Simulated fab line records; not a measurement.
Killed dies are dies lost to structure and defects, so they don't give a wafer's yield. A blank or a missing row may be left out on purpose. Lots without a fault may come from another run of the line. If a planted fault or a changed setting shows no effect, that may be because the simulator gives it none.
Matching of chambers | flow nandHarc | NHARC_A_STAIRCASE_ETCH_444 on rieDiel-10: 4 sister chambers
The step etches the open film in C4F8/O2, target depth 20400 nm, time 6800 s. 8 wafers are shown with their chamber, then 10 later ones without.

## EACH WAFER AND ITS CHAMBER
wafer  | chamber | rfVppV (V) | oesProductAu (a.u.)
L077.2 | 0       | 804        | 0.958
L077.6 | 0       | 805        | 0.962
L077.1 | 2       | 807        | 0.983
L085.1 | 2       | 807        | 0.913
L084.3 | 3       | 814        | 0.923
L084.6 | 1       | 800        | 0.915
L087.1 | 1       | 800        | 0.916
L087.4 | 3       | 814        | 0.909

## WAFERS WITHOUT THEIR CHAMBER
wafer  | rfVppV (V) | oesProductAu (a.u.)
L087.6 | 805        | 0.920
L088.2 | 803        | 0.929
L088.3 | 805        | 0.922
L088.5 | 799        | 0.923
L091.1 | 799        | 0.917
L091.5 | 803        | 0.936
L091.6 | 815        | 0.925
L095.3 | 806        | 0.943
L095.4 | 799        | 0.947
L095.6 | 803        | 0.952

## WHICH CHAMBER EACH WENT THROUGH
wafer  | from the rows above     | in truth
L087.6 | 0                       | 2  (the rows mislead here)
L088.2 | 0                       | 0
L088.3 | 0                       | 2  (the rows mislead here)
L088.5 | 1                       | 1
L091.1 | 1                       | 1
L091.5 | 0                       | 0
L091.6 | 3                       | 3
L095.3 | can't be placed: 2 or 0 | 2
L095.4 | 1                       | 1
L095.6 | 0                       | 0
Correctly placed: 7 of 10. Cannot be placed on the basis of these rows: 1; the candidates contain the true chamber in 1. Placed wrongly: 2.
How it was worked out, from the rows above alone: a wafer's distance from a chamber is the root of the sum, over the readings, of the square of ((its reading less the chamber's mean) divided by the reading's scatter). The wafer belongs to the nearest chamber; if the next one is less than 2 further off, it can't be placed. Each chamber's mean is taken over the wafers shown for it. The scatter is the square root of a quotient: the sum, over the shown wafers, of each reading's squared deviation from its chamber's mean, divided by wafers minus chambers.
